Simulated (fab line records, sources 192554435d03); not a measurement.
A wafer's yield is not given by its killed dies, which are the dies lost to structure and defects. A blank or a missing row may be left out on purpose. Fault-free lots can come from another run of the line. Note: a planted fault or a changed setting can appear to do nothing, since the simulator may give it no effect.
fab line records	flow n5_finfet	part 2 of 2: steps 5 to 6 of 6
[record] lots = 23	wafers = 69	last_day = 17
route steps=1938 shown WELL_APT@30 PMOS_HMC_CHANNEL_EPI@69 FIN_SAQP@131 FIN_CUT@174
lots with no fault: from the same line, run without faults
start_h: the number of hours between the record's first day and the start of the first shown wafer of the lot	wait_h: hours from the lot's prior step to this one	" unchanged from the row above	L1.1+2: one row covering several wafers at once	- no value, or no start was given	* or withheld: withheld	< > ~ a bound
route shown NAME@n: NAME is a module with steps in the file, n the number in the route of the first one	usual: mean/standard deviation taken from wafers without a fault	same: alike in all rows	chamber/n: place in a boat	sites: readings site by site	_std_site: standard deviation of those values	_edge_site: inner sites' mean taken away from outer sites' mean	radius_mm: for every site, how far away it sits from the centre of the wafer	mask NAME#n: copy n	behind: the most recent tool/chamber to have shaped the wafer	hold: reason for holding the lot/hours on hold/outcome of the hold	device: names the non-switching transistor (n, p or np)	end of line: the tests these same wafers got at the end of their route	where a step has no rows: the recipe by itself	killed: at the first sort, the dies lost to defects and structure; wafer yield is something else	map: shows each die of a wafer: x if killed, . if not, _ if none is there
set.NAME: setting as actually run; set.NAME@STEP: the setting as run at that earlier step	model.NAME: the simulator's own value behind a step, which no gauge read
one table for each step of the route and one row for each wafer, over a sample of lots
services: from which hour (start_h, from the record's first day; less than 0 if before it) a tool's chamber was out of use, for how many hours, and why
[[steps]]
[step N5_FIN_SAQP_HM_CD_35]
[recipe] target_cd_nm = 8	polarity = line
[usual] cd_nm = 8.13/0.22
lot.wafer	tool	chamber	start_h	wait_h	cd_nm
L074.1	cd_sem-01	-	25.23	0.1	8.10
L074.3	"	-	"	"	7.95
L074.5	"	-	"	"	7.88
L075.3	cd_sem-03	-	33.07	0.1	7.60
L075.5	"	-	"	"	8.29
L075.6	"	-	"	"	8.06
L076.1	cd_sem-03	-	39.54	0.1	8.16
L076.4	"	-	"	"	8.05
L076.5	"	-	"	"	8.19
L077.1	cd_sem-02	-	44.24	0.1	7.92
L077.4	"	-	"	"	7.61
L077.6	"	-	"	"	7.56
L078.1	cd_sem-03	-	49.97	0.1	7.87
L078.2	"	-	"	"	8.00
L078.3	"	-	"	"	8.20
L080.1	cd_sem-03	-	64.01	0.1	8.07
L080.2	"	-	"	"	7.61
L080.6	"	-	"	"	8.14
L081.2	cd_sem-01	-	69.25	0.1	8.12
L081.4	"	-	"	"	8.32
L081.5	"	-	"	"	7.77
L082.3	cd_sem-01	-	76.26	0.1	8.45
L082.4	"	-	"	"	8.41
L082.5	"	-	"	"	8.21
L083.1	cd_sem-01	-	83.22	0.1	8.53
L083.3	"	-	"	"	8.35
L083.5	"	-	"	"	8.11
L084.1	cd_sem-01	-	89.45	0.1	8.07
L084.3	"	-	"	"	8.35
L084.5	"	-	"	"	8.50
L085.2	cd_sem-01	-	95.07	0.1	8.61
L085.4	"	-	"	"	8.06
L085.5	"	-	"	"	8.14
L086.2	cd_sem-02	-	98.86	0.1	7.96
L086.4	"	-	"	"	8.22
L086.6	"	-	"	"	7.93
L087.2	cd_sem-03	-	105.03	0.1	8.17
L087.3	"	-	"	"	8.14
L087.4	"	-	"	"	8.11
L088.3	cd_sem-02	-	110.54	0.1	8.38
L088.4	"	-	"	"	8.09
L088.5	"	-	"	"	7.88
L089.1	cd_sem-03	-	116.14	0.1	8.21
L089.3	"	-	"	"	8.63
L089.4	"	-	"	"	8.33
L090.1	cd_sem-02	-	130.09	0.1	8.06
L090.2	"	-	"	"	8.44
L090.3	"	-	"	"	8.12
L091.1	cd_sem-02	-	135.54	0.1	8.25
L091.2	"	-	"	"	7.97
L091.5	"	-	"	"	8.01
L092.1	cd_sem-02	-	135.96	0.1	8.39
L092.4	"	-	"	"	7.83
L092.5	"	-	"	"	8.62
L093.1	cd_sem-03	-	143.80	0.1	8.12
L093.2	"	-	"	"	8.13
L093.5	"	-	"	"	7.92
L094.2	cd_sem-01	-	148.34	0.1	8.24
L094.3	"	-	"	"	8.12
L094.5	"	-	"	"	8.24
L095.2	cd_sem-03	-	152.32	0.1	8.25
L095.4	"	-	"	"	8.01
L095.6	"	-	"	"	8.54
L096.1	cd_sem-01	-	159.44	0.1	8.04
L096.2	"	-	"	"	8.10
L096.6	"	-	"	"	8.03
L097.1	cd_sem-01	-	164.60	0.1	7.90
L097.2	"	-	"	"	8.30
L097.4	"	-	"	"	8.01
[step N5_FIN_CUT_CUT_ETCH_27]
[recipe] chemistry = CHF3/O2	target = SiO2	target_depth_a = 40	mask_material = SOC	overetch_a = 20	time_s = 4.9	pressure_mtorr = 30	source_w = 650	bias_w = 170	Ar_flow_sccm = 200	CHF3_flow_sccm = 50	O2_flow_sccm = 5	ion_energy_ev = 200
[usual] O2_flow_sccm = 5.001/0.016	drypump_motor_current_A = 5.7/0.5	oes_product_au = 0.61/0.055	rf_vpp_V = 521/4.5	showerhead_plenum_p_Torr = 2.40/0.077	throttle_valve_pct = 18.88/0.22
lot.wafer	tool	chamber	start_h	wait_h	O2_flow_sccm	drypump_motor_current_A	oes_product_au	rf_hours_counter_h	rf_vpp_V	showerhead_plenum_p_Torr	throttle_valve_pct
L074.1	rie_diel-05	3	26.58	0.0	4.980	5.8	0.56	207	516	2.30	19.02
L074.3	"	0	"	"	5.026	5.7	0.57	209	524	2.38	18.70
L074.5	"	2	"	"	5.006	5.4	0.62	-	528	2.42	19.10
L075.3	rie_diel-06	3	34.82	0.0	5.001	6.6	0.70	37	517	2.35	18.71
L075.5	"	3	"	"	5.034	6.6	0.70	-	518	2.35	18.70
L075.6	"	2	"	"	5.002	6.5	0.63	-	526	2.43	18.89
L076.1	rie_diel-02	2	40.77	0.0	5.012	5.1	0.68	47	520	2.35	18.65
L076.4	"	1	"	"	4.997	5.5	0.63	113	520	2.51	18.76
L076.5	"	2	"	"	5.022	5.1	0.68	-	521	2.35	18.66
L077.1	rie_diel-06	0	45.67	0.0	4.988	5.7	0.76	2	522	2.47	18.43
L077.4	"	1	"	"	5.014	5.5	0.61	142	522	2.33	18.78
L077.6	"	0	"	"	4.963	5.7	0.75	-	524	2.47	18.44
L078.1	rie_diel-02	1	51.39	0.0	5.005	5.5	0.62	117	520	2.51	18.78
L078.2	"	0	"	"	4.989	5.1	0.56	232	510	2.29	19.38
L078.3	"	3	"	"	4.982	6.5	0.56	220	525	2.48	18.84
L080.1	rie_diel-02	1	65.23	0.0	4.982	5.6	0.61	121	521	2.51	18.81
L080.2	"	2	"	"	4.965	5.1	0.67	54	518	2.35	18.67
L080.6	"	0	"	"	5.006	5.1	0.55	-	511	2.28	19.38
L081.2	rie_diel-02	3	70.61	0.0	5.013	6.6	0.57	227	526	2.48	18.84
L081.4	"	1	"	"	5.000	5.6	0.62	122	519	2.51	18.81
L081.5	"	3	"	"	5.004	6.5	0.55	-	525	2.48	18.83
L082.3	rie_diel-02	1	77.60	0.0	5.010	5.6	0.62	125	520	2.51	18.79
L082.4	"	3	"	"	4.982	6.5	0.55	229	527	2.48	18.84
L082.5	"	2	"	"	5.010	5.1	0.66	-	519	2.35	18.68
L083.1	rie_diel-05	1	84.45	0.0	5.013	5.8	0.61	146	518	2.51	18.97
L083.3	"	3	"	"	4.977	5.7	0.55	227	517	2.29	19.07
L083.5	"	2	"	"	4.972	5.4	0.61	-	528	2.42	19.14
L084.1	rie_diel-02	1	90.79	0.0	5.015	5.5	0.62	128	520	2.51	18.79
L084.3	"	3	"	"	4.994	6.6	0.56	233	524	2.47	18.86
L084.5	"	3	"	"	5.003	6.6	0.56	-	526	2.47	18.84
L085.2	rie_diel-06	3	96.30	0.0	5.000	6.6	0.68	55	516	2.35	18.74
L085.4	"	2	"	"	4.998	6.5	0.62	127	524	2.42	18.92
L085.5	"	0	"	"	5.002	5.7	0.72	-	522	2.46	18.45
L086.2	rie_diel-05	0	100.21	0.0	5.011	5.7	0.56	235	525	2.37	18.75
L086.4	"	2	"	"	5.015	5.4	0.60	-	526	2.41	19.16
L086.6	"	1	"	"	5.000	5.9	0.61	-	518	2.51	18.97
L087.2	rie_diel-06	2	106.38	0.0	4.991	6.5	0.63	130	525	2.42	18.92
L087.3	"	3	"	"	4.976	6.6	0.67	58	517	2.35	18.74
L087.4	"	0	"	"	5.014	5.7	0.71	20	522	2.46	18.46
L088.3	rie_diel-02	2	111.77	0.0	5.019	5.1	0.66	69	521	2.35	18.70
L088.4	"	1	"	"	4.988	5.6	0.60	135	520	2.50	18.80
L088.5	"	2	"	"	5.001	5.1	0.65	-	520	2.34	18.69
L089.1	rie_diel-05	2	117.94	0.0	4.997	5.4	0.60	157	528	2.41	19.16
L089.3	"	3	"	"	5.002	5.7	0.54	233	517	2.29	19.09
L089.4	"	0	"	"	4.982	5.7	0.55	241	525	2.37	18.76
L090.1	rie_diel-05	2	131.45	0.0	4.993	5.4	0.60	160	528	2.41	19.15
L090.2	"	3	"	"	4.989	5.8	0.54	236	517	2.29	19.10
L090.3	"	0	"	"	4.976	5.6	0.56	244	524	2.37	18.75
L091.1	rie_diel-02	2	136.80	0.0	5.010	5.0	0.64	76	520	2.34	18.70
L091.2	"	3	"	"	4.976	6.6	0.55	248	525	2.47	18.86
L091.5	"	3	"	"	5.000	6.6	0.55	-	526	2.47	18.86
L092.1	rie_diel-06	1	137.62	0.0	5.005	5.5	0.59	168	522	2.32	18.82
L092.4	"	2	"	"	4.998	6.5	0.61	138	525	2.42	18.92
L092.5	"	1	"	"	4.984	5.5	0.59	-	521	2.32	18.81
L093.1	rie_diel-05	0	145.26	0.0	5.014	5.6	0.55	246	525	2.37	18.77
L093.2	"	2	"	"	4.983	5.4	0.59	166	528	2.41	19.15
L093.5	"	2	"	"	4.992	5.4	0.59	-	528	2.41	19.16
L094.2	rie_diel-05	3	149.69	0.0	5.015	5.8	0.54	243	516	2.28	19.08
L094.3	"	0	"	"	4.988	5.6	0.55	247	525	2.37	18.76
L094.5	"	3	"	"	5.010	5.7	0.53	-	517	2.28	19.10
L095.2	rie_diel-05	2	153.81	0.0	5.009	5.4	0.59	169	527	2.41	19.18
L095.4	"	3	"	"	5.029	5.7	0.53	244	516	2.28	19.10
L095.6	"	1	"	"	4.993	5.8	0.60	-	519	2.51	18.97
L096.1	rie_diel-02	3	160.79	0.0	5.024	6.6	0.78	0	525	2.47	18.46
L096.2	"	1	"	"	5.021	5.6	0.60	153	520	2.50	18.84
L096.6	"	1	"	"	4.990	5.5	0.59	-	520	2.50	18.85
L097.1	rie_diel-05	1	165.95	0.0	5.003	5.9	0.60	173	518	2.50	18.98
L097.2	"	3	"	"	5.018	5.8	0.53	248	517	2.28	19.10
L097.4	"	3	"	"	5.037	5.7	0.53	-	517	2.28	19.12
[[services]]
tool	chamber	start_h	hours	kind
rie_diel-01	1	-6.18	7.4	repair
rie_diel-06	0	10.41	8.6	repair
rie_si-02	1	19.62	5.2	repair
rie_si-06	-	23.13	0.3	repair
rie_diel-05	1	25.52	5.6	repair
rie_diel-06	3	28.31	5.2	repair
rie_diel-05	1	35.94	9.7	repair
rie_diel-06	2	40.57	3.8	repair
rie_si-02	0	73.56	2.3	repair
rie_diel-02	1	79.45	2.7	repair
rie_diel-05	3	87.43	14.2	repair
rie_si-06	2	87.53	31.1	repair
rie_diel-02	0	89.49	2.7	repair
rie_diel-03	3	90.78	8.7	repair
rie_si-03	-	107.35	0.1	repair
rie_diel-06	1	113.05	1.8	repair
rie_diel-02	2	113.09	5.5	repair
rie_diel-02	3	114.85	2.7	repair
rie_diel-03	2	120.65	6.2	repair
rie_diel-01	1	121.10	5.2	repair
rie_diel-05	0	134.07	5.7	repair
rie_diel-03	0	155.80	6.7	repair
rie_si-06	1	160.77	5.6	repair
rie_si-02	1	163.77	3.8	repair
